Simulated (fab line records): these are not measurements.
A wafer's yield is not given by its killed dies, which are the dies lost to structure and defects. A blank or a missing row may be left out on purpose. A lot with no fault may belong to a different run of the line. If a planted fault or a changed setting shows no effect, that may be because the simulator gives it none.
Split-lot experiment | flow n5-finfet | 21 wafers read across 7 lots, on a route 1938 steps long

SPLIT DETAILS
At N5_PASSIVATION_ETCH_59 (etches TaN in Cl2/BCl3, target depth 65 nm, time 34.9 s), the setting time-s was moved away from the recipe's 34.9 s on 8 of the 21 wafers read, by -13.4% to +14.8%. For the rest of the wafers, this setting stayed at what the recipe calls for.

The split's own step is where the reading is taken.

THE READING
etch.depth-nm (the simulator's own value, which no gauge read), in nm, at N5_PASSIVATION_ETCH_59 (etches TaN in Cl2/BCl3, target depth 65 nm, time 34.9 s). The file does not state a usual value for it. Average 66.09 nm, standard deviation 1.5 nm, over the 13 wafers here run with the recipe.

wafer  | tool, chamber at the split | time-s as run, s | against the recipe | etch.depth-nm, nm | against lot-mates on the recipe
L079.3 | rie-metal-03, 0            | 34.9             | recipe             | 64.25             | -
L079.5 | rie-metal-03, 1            | 34.9             | recipe             | 65.24             | -
L079.6 | rie-metal-03, 0            | 34.9             | recipe             | 65.3              | -
L084.1 | rie-metal-01, 0            | 31.66            | -9.3%              | 59.77             | -6.19
L084.2 | rie-metal-01, 1            | 34.9             | recipe             | 66.12             | -
L084.6 | rie-metal-01, 1            | 34.9             | recipe             | 65.8              | -
L085.2 | rie-metal-03, 1            | 40.05            | +14.8%             | 75.14             | no lot-mate on the recipe
L085.5 | rie-metal-03, 1            | 40.05            | +14.8%             | 75.14             | no lot-mate on the recipe
L085.6 | rie-metal-03, 0            | 40.05            | +14.8%             | 74.62             | no lot-mate on the recipe
L091.1 | rie-metal-02, 1            | 34.9             | recipe             | 68.78             | -
L091.4 | rie-metal-02, 1            | 34.9             | recipe             | 68.73             | -
L091.5 | rie-metal-02, 1            | 34.9             | recipe             | 68.42             | -
L092.3 | rie-metal-03, 1            | 34.9             | recipe             | 65.5              | -
L092.4 | rie-metal-03, 0            | 30.21            | -13.4%             | 55.86             | -9.33
L092.5 | rie-metal-03, 0            | 34.9             | recipe             | 64.89             | -
L096.2 | rie-metal-01, 1            | 34.9             | recipe             | 65.77             | -
L096.3 | rie-metal-01, 1            | 39.81            | +14.1%             | 75.42             | +9.95
L096.4 | rie-metal-01, 0            | 34.9             | recipe             | 65.16             | -
L097.1 | rie-metal-03, 1            | 30.41            | -12.9%             | 56.17             | -9.03
L097.2 | rie-metal-03, 1            | 34.9             | recipe             | 65.2              | -
L097.4 | rie-metal-03, 1            | 30.41            | -12.9%             | 56.3              | -8.90

FIT RESULTS
A straight line over all 21 wafers: etch.depth-nm changes by +0.674 nm for each +1% of time-s; r = +0.98; the points scatter about the line by 1.3 nm.
The same after taking each lot's own level away (the mean of its wafers on the recipe; 18 wafers): +0.697 nm for each +1%; r = +1.00; scatter 0.28 nm.
The reading moves by 10 nm for the largest change in time-s, on that fit.
Measured against the standard deviation above, the lots' own levels, which go from 64.930 to 68.643 nm, span 2.5 times it.
So the lot-to-lot level changes the slope little: the two slopes agree.
Check: for one of the wafers moved furthest among these (+14.1%), held out of the fit, the line's prediction against its lot-mates is +9.74 nm. Against them it came out at +9.95 nm.

OTHER SPLITS APPLIED TO THESE WAFERS
Before the reading, these wafers also passed through other splits. Each is held against what the fit with the lots' levels taken away leaves over:
other split on the same wafers | wafers away from the commonest value | r with etch.depth-nm (lot level and that fit taken away)
N5_BEOL_M14_EXPOSE_07 dose-mj  | 5                                    | +0.16
N5_BEOL_M14_EXPOSE_25 dose-mj  | 8                                    | +0.15
N5_BEOL_M14_DESCUM_33 time-s   | 6                                    | +0.15
N5_MIM_BOT_SPUTTER_00 time-s   | 6                                    | -0.01
N5_MIM_BOT_ETCH_ETCH_04 time-s | 10                                   | -0.06

FILE'S OWN FIT
etch.depth-nm changes by +0.695 nm for each +1% of time-s, r = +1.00.
